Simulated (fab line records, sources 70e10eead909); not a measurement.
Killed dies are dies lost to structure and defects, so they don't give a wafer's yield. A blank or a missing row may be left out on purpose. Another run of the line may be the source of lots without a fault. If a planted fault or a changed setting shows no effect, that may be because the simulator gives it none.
fab line records	flow nand_harc
record lots=5	wafers=15	last_day=29
route steps=1302 shown A_BONDPAD@1210 HYBRID_BOND@1237 THIN_TSV@1244 END@1302
lots that met no fault: from a run of the same line without faults
start_h: hours from the record's opening day to when the first of the lot's shown wafers began	wait_h: how many hours have passed since the lot's step before this one	" unchanged from the row above	L1.1+2: one row covering several wafers at once	- no value present, or no start provided	* or withheld: withheld	< > ~ a bound
route shown NAME@n: NAME is a module with steps in the file, n the number in the route of the first one	usual: mean and standard deviation over wafers with no fault	same: alike in all rows	chamber/n: place in a boat	sites: readings site by site	_std_site: standard deviation across them	_edge_site: outer sites' mean less inner sites'	radius_mm: how far each site lies from the wafer's centre	mask NAME#n: copy n	behind: the most recent tool/chamber to have shaped the wafer	hold: the reason the lot was held/the length of the hold in hours/how it ended	device: which transistor (n, p or np) failed to switch	end of line: tests run on the same wafers once the route is complete	where a step has no rows: the recipe by itself	killed: dies lost to structure and defects at the first sort, not the wafer's yield	map: dies across one wafer; x = killed, . = not, _ = none there
set.NAME: the setting that was run; set.NAME@STEP: the one run at that earlier step	model.NAME: the simulator's own value behind a step, which no gauge read
lots at some steps of the route; a table a step, a row a wafer
services: from which hour (start_h, from the record's first day; less than 0 if before it) a tool's chamber was out of use, for how many hours, and why
## steps
# step NHARC_A_BONDPAD_SOFTBAKE_04
# recipe temp_c=125	time_s=70
# step NHARC_A_BONDPAD_EBR_05
# step NHARC_A_BONDPAD_EXPOSE_06
# recipe na=0.55	dose_mj=36.99	mask_id=A_BPAD
# step NHARC_A_BONDPAD_PEB_07
# recipe peb_temp_c=128	peb_time_s=80
# step NHARC_A_BONDPAD_DEVELOP_08
# recipe time_s=50	dev_temp_c=22
# step NHARC_A_BONDPAD_CD_MEAS_09
# recipe target_cd_nm=500	landing_energy_ev=500
# usual cd_nm=499.9/2.1
lot.wafer	tool	chamber	start_h	wait_h	cd_nm
L858.1	cd_sem-02	0	543.99	-	500.9
L858.5	"	0	"	"	499.1
L858.6	"	0	"	"	502.5
L860.2	cd_sem-03	0	545.19	-	501.7
L860.3	"	0	"	"	501.2
L860.4	"	0	"	"	504.8
L861.2	cd_sem-02	0	601.25	-	499.6
L861.3	"	0	"	"	500.1
L861.4	"	0	"	"	500.0
L864.1	cd_sem-03	0	602.14	-	500.2
L864.2	"	0	"	"	501.1
L864.5	"	0	"	"	499.9
L871.4	cd_sem-01	0	662.90	-	500.6
L871.5	"	0	"	"	495.6
L871.6	"	0	"	"	498.4
# step NHARC_A_BONDPAD_OVL_MEAS_35
# usual overlay_x_nm=0/5.3	overlay_y_nm=0/4.9
lot.wafer	tool	chamber	start_h	wait_h	overlay_x_nm	overlay_y_nm
L858.1	overlay-01	-	544.07	-	-5	6
L858.5	"	-	"	"	-4	6
L858.6	"	-	"	"	-4	6
L860.2	overlay-01	-	545.27	-	0	-8
L860.3	"	-	"	"	0	-8
L860.4	"	-	"	"	0	-8
L861.2	overlay-02	-	601.33	-	0	5
L861.3	"	-	"	"	0	5
L861.4	"	-	"	"	0	5
L864.1	overlay-02	-	602.24	-	-5	5
L864.2	"	-	"	"	-5	4
L864.5	"	-	"	"	-4	4
L871.4	overlay-02	-	662.99	-	9	-9
L871.5	"	-	"	"	8	-10
L871.6	"	-	"	"	7	-9
# step NHARC_A_BONDPAD_HARDBAKE_10
# recipe temp_c=118	time_s=65
# step NHARC_A_BONDPAD_DESCUM_11
# recipe time_s=3	o2_flow_sccm=200	ar_flow_sccm=0	bias_power_w=0	chemistry=O2
# step NHARC_A_BONDPAD_ETCH_34
# recipe target_depth_a=600	overetch_a=180	time_s=65.91	ion_energy_ev=200	n2_flow_sccm=150	h2_flow_sccm=150	ar_flow_sccm=0	rf_w=400	bias_w=150	chemistry=N2/H2
# step NHARC_A_BONDPAD_ETCH_12
# recipe target_depth_a=2200	time_s=110	chf3_flow_sccm=50	o2_flow_sccm=10	ar_flow_sccm=200	rf_w=500	bias_w=200	chemistry=CHF3/O2
# step NHARC_A_BONDPAD_CD_MEAS_13
# usual cd_nm=499.3/2.4
lot.wafer	tool	chamber	start_h	wait_h	cd_nm
L858.1	cd_sem-03	-	544.51	-	499.4
L858.5	"	-	"	"	497.5
L858.6	"	-	"	"	501.7
L860.2	cd_sem-01	-	545.71	-	501.5
L860.3	"	-	"	"	500.0
L860.4	"	-	"	"	504.4
L861.2	cd_sem-02	-	601.78	-	499.8
L861.3	"	-	"	"	501.2
L861.4	"	-	"	"	500.1
L864.1	cd_sem-02	-	602.68	-	499.2
L864.2	"	-	"	"	500.2
L864.5	"	-	"	"	497.9
L871.4	cd_sem-02	-	663.43	-	499.3
L871.5	"	-	"	"	493.7
L871.6	"	-	"	"	497.2
# step NHARC_A_BONDPAD_STRIP_15
# recipe o2_flow_sccm=500	ar_flow_sccm=0	bias_w=0	chemistry=O2
# usual drypump_motor_current_A=5.6/0.43	oes_product_au=1.001/0.011	rf_vpp_V=57.6/0.89	showerhead_plenum_p_Torr=3.52/0.19	throttle_valve_pct=17.037/0.0084
lot.wafer	tool	chamber	start_h	wait_h	drypump_motor_current_A	oes_product_au	rf_hours_counter_h	rf_vpp_V	showerhead_plenum_p_Torr	throttle_valve_pct
L858.1	rie_diel-03	1	544.64	0.1	5.0	0.975	12	58.3	3.55	17.019
L858.5	"	2	"	"	5.4	0.988	-	55.5	3.27	17.035
L858.6	"	3	"	"	5.4	1.006	-	57.3	3.71	17.049
L860.3	rie_diel-13	3	545.79	0.1	6.1	1.015	1	57.0	3.38	17.036
L860.4	"	1	"	"	5.2	1.015	1	57.6	3.72	17.038
L860.2	"	2	"	"	6.3	1.022	1	58.0	3.67	17.044
L861.3	rie_diel-13	2	601.85	0.1	6.2	1.006	2	57.7	3.67	17.040
L861.4	"	0	"	"	5.8	0.991	3	58.1	3.38	17.039
L861.2	"	1	"	"	5.2	1.014	3	58.7	3.72	17.043
L864.2	rie_diel-13	2	602.79	0.1	6.2	1.007	2	57.3	3.67	17.037
L864.1	"	3	"	"	6.1	0.982	2	56.4	3.38	17.027
L864.5	"	1	"	"	5.2	0.998	-	58.0	3.72	17.047
L871.4	rie_diel-03	1	663.51	0.1	5.0	1.009	4	58.1	3.54	17.040
L871.6	"	0	"	"	5.7	0.994	-	57.3	3.29	17.032
L871.5	"	1	"	"	5.0	1.010	-	57.6	3.54	17.034
# step NHARC_A_BONDPAD_ETCH_24
# recipe target_depth_a=300	over_etch_frac=0.3	time_s=72.99	ion_energy_ev=150	cf4_flow_sccm=50	n2_flow_sccm=100	ar_flow_sccm=150	rf_w=300	bias_w=100	chemistry=CF4/N2
# usual drypump_motor_current_A=5.6/0.43	n2_flow_sccm=100.0/0.32	oes_product_au=1.001/0.01	rf_vpp_V=313.8/2.4	showerhead_plenum_p_Torr=2.61/0.14	throttle_valve_pct=19.794/0.0093
# same over_etch_frac=0.3
lot.wafer	tool	chamber	start_h	wait_h	drypump_motor_current_A	n2_flow_sccm	oes_product_au	rf_hours_counter_h	rf_vpp_V	showerhead_plenum_p_Torr	throttle_valve_pct
L858.1	rie_diel-03	2	-	-	5.4	100.6	0.987	12	310.6	2.43	19.795
L858.6	"	2	"	"	5.4	100.0	0.986	-	310.9	2.43	19.783
L858.5	"	3	"	"	5.4	100.3	1.011	-	316.9	2.77	19.801
L860.3	rie_diel-13	3	-	-	6.1	99.9	1.004	1	312.9	2.52	19.801
L860.4	"	0	"	"	5.8	100.0	0.991	1	310.9	2.52	19.796
L860.2	"	1	"	"	5.2	99.7	1.013	1	315.7	2.77	19.772
L861.4	rie_diel-13	3	-	-	6.1	100.0	0.986	2	311.6	2.52	19.788
L861.2	"	0	"	"	5.8	99.6	1.002	3	313.1	2.52	19.801
L861.3	"	1	"	"	5.3	100.2	1.005	3	317.0	2.77	19.789
L864.2	rie_diel-13	3	-	-	6.1	100.1	0.991	2	313.4	2.52	19.801
L864.1	"	2	"	"	6.2	99.9	1.011	2	316.5	2.73	19.785
L864.5	"	3	"	"	6.1	100.7	0.994	-	312.9	2.52	19.788
L871.4	rie_diel-03	2	-	-	5.4	99.5	0.998	4	317.4	2.84	19.791
L871.5	"	2	"	"	5.4	99.7	1.003	-	317.9	2.84	19.794
L871.6	"	3	"	"	5.4	100.2	1.005	-	315.5	2.76	19.795
# step NHARC_A_BONDPAD_STRIP_16
# recipe time_s=600	temp_c=30	chemistry=post_etch_residue_remover
# step NHARC_A_BONDPAD_DEGAS_25
# recipe temp_c=300	time_s=60
# usual heater_power_w=451/30
lot.wafer	tool	chamber	start_h	wait_h	heater_power_w
L858.1	pvd_sputter-01	-	545.15	-	456
L858.5	"	-	"	"	445
L858.6	"	-	"	"	449
L860.2	pvd_sputter-02	-	546.34	-	464
L860.3	"	-	"	"	407
L860.4	"	-	"	"	422
L861.2	pvd_sputter-01	-	602.41	-	486
L861.4	"	-	"	"	522
L861.3	"	-	"	"	452
L864.2	pvd_sputter-03	-	603.36	-	440
L864.1	"	-	"	"	469
L864.5	"	-	"	"	456
L871.4	pvd_sputter-02	-	664.05	-	404
L871.6	"	-	"	"	461
L871.5	"	-	"	"	399
# step NHARC_A_BONDPAD_PRE_CLEAN_26
# recipe time_s=30	temp_c=280	gas=H2/He
# step NHARC_A_BONDPAD_PVD_17
# recipe target_thk_a=50	bias_v=168.6	power_w=15000	chamber_pressure_pa=0.12	time_s=8.06	substrate_temp_c=50	material=TaN
# step NHARC_A_BONDPAD_PVD_27
# recipe target_thk_a=300	chamber_pressure_pa=5	power_w=5000	substrate_temp_c=30	time_s=20.49	material=Cu
# usual chamber_pressure_pa=5.000/0.0098	throttle_valve_pct=30.3/1.3
lot.wafer	tool	chamber	start_h	wait_h	chamber_pressure_pa	throttle_valve_pct
L858.1	pvd_sputter-01	-	-	-	4.996	30.6
L858.5	"	-	"	"	5.011	31.2
L858.6	"	-	"	"	5.010	32.1
L860.2	pvd_sputter-02	-	-	-	4.978	31.2
L860.4	"	-	"	"	5.000	28.9
L860.3	"	-	"	"	4.986	30.6
L861.3	pvd_sputter-01	-	-	-	5.012	30.8
L861.2	"	-	"	"	5.006	32.1
L861.4	"	-	"	"	5.003	30.6
L864.1	pvd_sputter-03	-	-	-	4.988	31.3
L864.2	"	-	"	"	4.992	29.8
L864.5	"	-	"	"	5.002	30.3
L871.4	pvd_sputter-02	-	-	-	5.009	28.6
L871.5	"	-	"	"	4.987	30.2
L871.6	"	-	"	"	5.004	30.5
# step NHARC_A_BONDPAD_ECD_18
# recipe target_thk_a=4000	bath_temp_c=25	material=Cu
# step NHARC_A_BONDPAD_ANNEAL_28
# recipe temp_c=225	time_s=90
# usual wafer_temp_C_max=226.3/0.46
lot.wafer	tool	chamber	start_h	wait_h	wafer_temp_C_max
L858.1	rtp_anneal-01	0	545.88	-	227.0
L858.5	"	0	"	"	227.0
L858.6	"	0	"	"	226.8
L860.2	rtp_anneal-01	0	547.13	0.3	227.1
L860.3	"	0	"	"	226.4
L860.4	"	0	"	"	226.3
L861.2	rtp_anneal-01	0	603.22	0.3	226.5
L861.3	"	0	"	"	226.6
L861.4	"	0	"	"	226.6
L864.1	rtp_anneal-02	0	604.24	0.3	225.7
L864.2	"	0	"	"	226.0
L864.5	"	0	"	"	225.9
L871.4	rtp_anneal-02	0	664.94	0.4	226.1
L871.5	"	0	"	"	225.8
L871.6	"	0	"	"	226.3
# step NHARC_A_BONDPAD_CMP_19
# recipe t_overpolish_s=30	cu_recess_touch_s=16	target_thk_nm=169.82
# step NHARC_A_BONDPAD_THK_MEAS_20
# recipe thk_meas_gauge=xrf
# usual thk_nm=170.2/1.5
lot.wafer	tool	chamber	start_h	wait_h	thk_nm
L858.1	film_metro-01	-	546.54	-	170.8
L858.5	"	-	"	"	171.6
L858.6	"	-	"	"	169.2
L860.2	film_metro-02	-	547.75	-	169.1
L860.3	"	-	"	"	170.4
L860.4	"	-	"	"	167.2
L861.2	film_metro-02	-	603.83	-	169.9
L861.3	"	-	"	"	167.9
L861.4	"	-	"	"	168.2
L864.1	film_metro-02	-	604.91	-	172.0
L864.2	"	-	"	"	167.6
L864.5	"	-	"	"	171.2
L871.4	film_metro-01	-	665.45	-	169.8
L871.5	"	-	"	"	169.3
L871.6	"	-	"	"	170.3
# step NHARC_A_BONDPAD_SRD_21
# recipe time_s=30	temp_c=23	dry_time_s=20	spin_rpm=1500
# step NHARC_HYBRID_BOND_ACTIVATE_00
# recipe time_s=60	n2_flow_sccm=200	ar_flow_sccm=0	bias_power_w=0	chemistry=N2
# step NHARC_HYBRID_BOND_PRECLEAN_01
# recipe time_s=300	temp_c=23	chemistry=DIW
# step NHARC_HYBRID_BOND_SRD_02
# recipe time_s=30	temp_c=23	dry_time_s=20	spin_rpm=1500
# step NHARC_HYBRID_BOND_BOND_03
# recipe temp_c=25
# step NHARC_HYBRID_BOND_ANNEAL_04
# recipe temp_c=300	time_s=7200	ramp_up_c_per_min=5	ramp_down_c_per_min=3	idle_temp_c=100	pressure_atm=1
# step NHARC_HYBRID_BOND_OVL_MEAS_05
# usual overlay_x_nm=-5/33	overlay_y_nm=3/32
lot.wafer	tool	chamber	start_h	wait_h	overlay_x_nm	overlay_y_nm
L858.1	overlay-02	-	558.84	0.4	-2	-22
L858.5	"	-	"	"	-56	-4
L858.6	"	-	"	"	-25	15
L860.2	overlay-01	-	558.84	0.4	15	-37
L860.3	"	-	"	"	-18	21
L860.4	"	-	"	"	-50	-21
L861.2	overlay-01	-	610.77	0.4	-4	-47
L861.3	"	-	"	"	-15	-13
L861.4	"	-	"	"	-70	18
L864.1	overlay-01	-	614.47	0.4	-35	62
L864.2	"	-	"	"	63	11
L864.5	"	-	"	"	-9	42
L871.4	overlay-01	-	676.76	0.4	19	18
L871.5	"	-	"	"	55	-34
L871.6	"	-	"	"	-22	-12
# step NHARC_THIN_TSV_GRIND_00
# recipe target_thk_um=6
# step NHARC_THIN_TSV_CMP_01
# recipe target_thk_um=3
# usual motor_current_A=11.8/1.2
lot.wafer	tool	chamber	start_h	wait_h	motor_current_A
L860.2	cmp-02	1	577.22	0.8	13.8
L860.4	"	2	"	"	12.3
L860.3	"	3	"	"	10.0
L858.1	cmp-04	2	578.48	1.1	12.1
L858.6	"	3	"	"	10.5
L858.5	"	0	"	"	11.8
L861.3	cmp-02	0	613.41	0.6	10.3
L861.2	"	1	"	"	13.3
L861.4	"	3	"	"	10.5
L864.2	cmp-04	1	615.93	0.9	11.8
L864.1	"	3	"	"	10.7
L864.5	"	1	"	"	12.1
L871.4	cmp-04	2	678.17	0.4	12.3
L871.5	"	2	"	"	12.5
L871.6	"	3	"	"	10.8
# step NHARC_THIN_TSV_THK_MEAS_02
# recipe thk_meas_gauge=ir
# usual thk_nm=3020/200
lot.wafer	tool	chamber	start_h	wait_h	thk_nm
L860.2	film_metro-02	-	577.49	-	3061
L860.3	"	-	"	"	3170
L860.4	"	-	"	"	3445
L858.1	film_metro-01	-	578.67	-	3165
L858.5	"	-	"	"	2986
L858.6	"	-	"	"	2958
L861.2	film_metro-01	-	613.68	-	3017
L861.3	"	-	"	"	2909
L861.4	"	-	"	"	3152
L864.1	film_metro-01	-	616.17	0.2	2850
L864.2	"	-	"	"	2772
L864.5	"	-	"	"	2915
L871.4	film_metro-02	-	678.44	0.2	2941
L871.5	"	-	"	"	2811
L871.6	"	-	"	"	2809
# step NHARC_THIN_TSV_SRD_03
# step NHARC_THIN_TSV_PRECLEAN_41
# recipe time_s=*	temp_c=50	bath_age_min=0	chemistry=SC1
# step NHARC_THIN_TSV_SRD_42
# step NHARC_THIN_TSV_DEP_43
# recipe target_thk_a=13285	temp_c=withheld	pressure_torr=6.5	rf_w=900	teos_flow_sccm=161.4	flow_sccm=2650	target_thk_nm=1328.5	gas=O2	material=SiO2
# step NHARC_THIN_TSV_DEHYDRATE_04
# recipe temp_c=150	time_s=120
# step NHARC_END_SORT_01
# recipe temp_c=25
# usual defect_limited_yield=91/3.1	killed_at_array=59/21	killed_at_other=1.0/1.1	killed_at_periphery=4.0/2.6	killed_dies=64/21	killed_open=3.2/1.7	killed_short=2.5/1.5
# same gross_dies=677
lot.wafer	tool	chamber	start_h	wait_h	defect_limited_yield[%]	killed_at_array	killed_at_other	killed_at_periphery	killed_dies	killed_open	killed_short
L861.2	prober-02	0	631.85	2.8	82	119	1	4	124	4	4
L861.3	prober-02	0	632.64	3.1	86	85	0	11	96	6	3
L861.4	prober-02	0	633.43	3.4	87	87	1	2	90	3	3
L864.1	prober-01	0	637.10	2.5	78	135	2	10	147	3	3
L864.2	prober-01	0	637.90	2.8	81	120	1	7	128	3	2
L864.5	prober-01	0	640.31	3.7	81	123	0	4	127	2	0
# killed by level:class
L861.2 A_SLIT:chamber_film_flake=38 A_CHANNEL_HOLE_D2:chamber_film_flake=31 A_CHANNEL_HOLE_D1:chamber_film_flake=30 A_STAIRCASE:chamber_film_flake=9 A_CONTACT:chamber_film_flake=5 P_CONTACT:geometric_particle:open=2 P_M0:geometric_particle:open=1 A_CHANNEL_HOLE_D2:geometric_particle:short=1
L861.3 A_SLIT:chamber_film_flake=28 A_CHANNEL_HOLE_D2:chamber_film_flake=22 A_CHANNEL_HOLE_D1:chamber_film_flake=20 A_CONTACT:chamber_film_flake=7 P_GATE:chamber_film_flake=5 A_STAIRCASE:chamber_film_flake=5 P_M1:geometric_particle:open=2 P_ZERO_WELL:geometric_particle:short=1
L861.4 A_CHANNEL_HOLE_D1:chamber_film_flake=26 A_SLIT:chamber_film_flake=25 A_CHANNEL_HOLE_D2:chamber_film_flake=19 A_STAIRCASE:chamber_film_flake=6 A_CONTACT:chamber_film_flake=4 A_DECK1_JOINT:geometric_particle:short=2 A_CHANNEL_FILL_D2:geometric_particle:open=2 P_CONTACT:geometric_particle:short=1
L864.1 A_BONDPAD:unspecified=67 A_CHANNEL_HOLE_D1:chamber_film_flake=30 A_CHANNEL_HOLE_D2:chamber_film_flake=27 P_CONTACT:chamber_film_flake=6 P_ZERO_WELL:chamber_film_flake=2 A_SLIT:chamber_film_flake=2 A_WL_FILL:chamber_film_flake=2 A_CONTACT:chamber_film_flake=2
L864.2 A_BONDPAD:unspecified=47 A_CHANNEL_HOLE_D2:chamber_film_flake=31 A_CHANNEL_HOLE_D1:chamber_film_flake=30 P_CONTACT:chamber_film_flake=7 A_STAIRCASE:chamber_film_flake=2 A_CONTACT:chamber_film_flake=2 A_ONON_D2:geometric_particle:open=1 A_CHANNEL_HOLE_D2:geometric_particle:short=1
L864.5 A_BONDPAD:unspecified=69 A_CHANNEL_HOLE_D1:chamber_film_flake=26 A_CHANNEL_HOLE_D2:chamber_film_flake=22 A_WL_FILL:chamber_film_flake=4 P_CONTACT:chamber_film_flake=3 P_M2:geometric_particle:open=1 A_CONTACT:geometric_particle:open=1 A_STAIRCASE:chamber_film_flake=1
# map L864.1 (x killed, . not)
____________.____________
_________....x.x_________
_______.......x.x._______
______......x..xx..______
_____......x....x..._____
____...........xxx...____
____........x.xxxxxxx____
___............xxxxxxx___
___............xxxxxxx___
__.............xxxxxxxx__
__................xxxxx__
_..............xx.xxxxxx_
_................xxxxxxx_
_..x......x.......xxxxxx_
_................xxxxxxx_
_.................xxxxxx_
...................xxxxxx
........x..........xxxxxx
..................x..xxx.
.....................xx..
x.............x..x....x..
_..x........x..........._
_......................._
_..........x.xx........._
_....x.................._
_....xx.......x.......x._
__...xx..x.............__
__xx.xxxx....x..x......__
___.xxxx.x............___
___.xxxx..............___
____xxxx.............____
____xxxx.............____
_____..............._____
______x.x..........______
_______..........._______
_________.....x._________
____________.____________
# map L860.3 (x killed, . not)
____________.____________
_________......._________
_______..........._______
______.............______
_____..............._____
____.................____
____............x....____
___...................___
___...................___
__.....................__
__.........x....x......__
_...............x......._
_.........xx............_
_..x..x.x.x.x.........x._
_........x.............._
_......................._
..........x............x.
...........x.............
.........................
.........................
................x........
_......................._
_.............x........._
_.............x........._
_..x.............x......_
_...............x......._
__.....................__
__......x.x............__
___...................___
___..............x....___
____.......x....x....____
____.................____
_____..............._____
______.....x.......______
_______..........._______
_________......._________
____________.____________
## services
tool	chamber	start_h	hours	kind
cmp-02	-	525.95	0.5	repair
pvd_sputter-03	-	526.11	10.0	pm
cmp-02	-	526.50	4.0	pm
rie_diel-13	0	528.01	-	clean
rie_diel-13	1	528.01	-	clean
rie_diel-13	2	528.01	-	clean
rie_diel-13	3	528.01	-	clean
pvd_sputter-01	-	534.72	7.0	repair
rie_diel-13	1	539.78	3.1	repair
pvd_sputter-02	-	540.21	4.8	repair
rie_diel-13	0	552.51	-	clean
rie_diel-13	1	552.51	-	clean
rie_diel-13	2	552.51	-	clean
rie_diel-13	3	552.51	-	clean
rie_diel-13	0	577.01	-	clean
rie_diel-13	1	577.01	-	clean
pvd_sputter-01	-	582.01	10.0	pm
cmp-04	-	601.12	4.0	pm
rie_diel-03	2	606.07	3.8	repair
pvd_sputter-01	-	614.95	0.8	repair
cmp-02	-	624.50	4.0	pm
rie_diel-03	-	635.33	9.0	pm
pvd_sputter-02	-	638.04	10.0	pm
rie_diel-13	1	669.50	8.3	repair
## key
first_sign step=NHARC_END_SORT_01	reading=defect_limited_yield	direction=down	sigmas=3.3	usual=91	struck=80
effect step=NHARC_END_SORT_01	reading=killed_dies	direction=up	sigmas=3.3	usual=64	struck=134
more_kills_born_at NHARC_A_BONDPAD_STRIP_15@rie_diel-13=181
met_at NHARC_A_BONDPAD_STRIP_15
struck_wafers L864.1,L864.2,L864.5
onset_between 601.85 602.79
also_fits NHARC_A_BONDPAD_ETCH_24:rie_diel-13,NHARC_A_BONDPAD_DEGAS_25:pvd_sputter-03,NHARC_A_BONDPAD_PVD_27:pvd_sputter-03
fault kind=chamber_particle_source	tool=rie_diel-13	chamber=-	onset_h=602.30	steps=NHARC_A_BONDPAD_STRIP_15	rate_per_visit_cm2=1.935
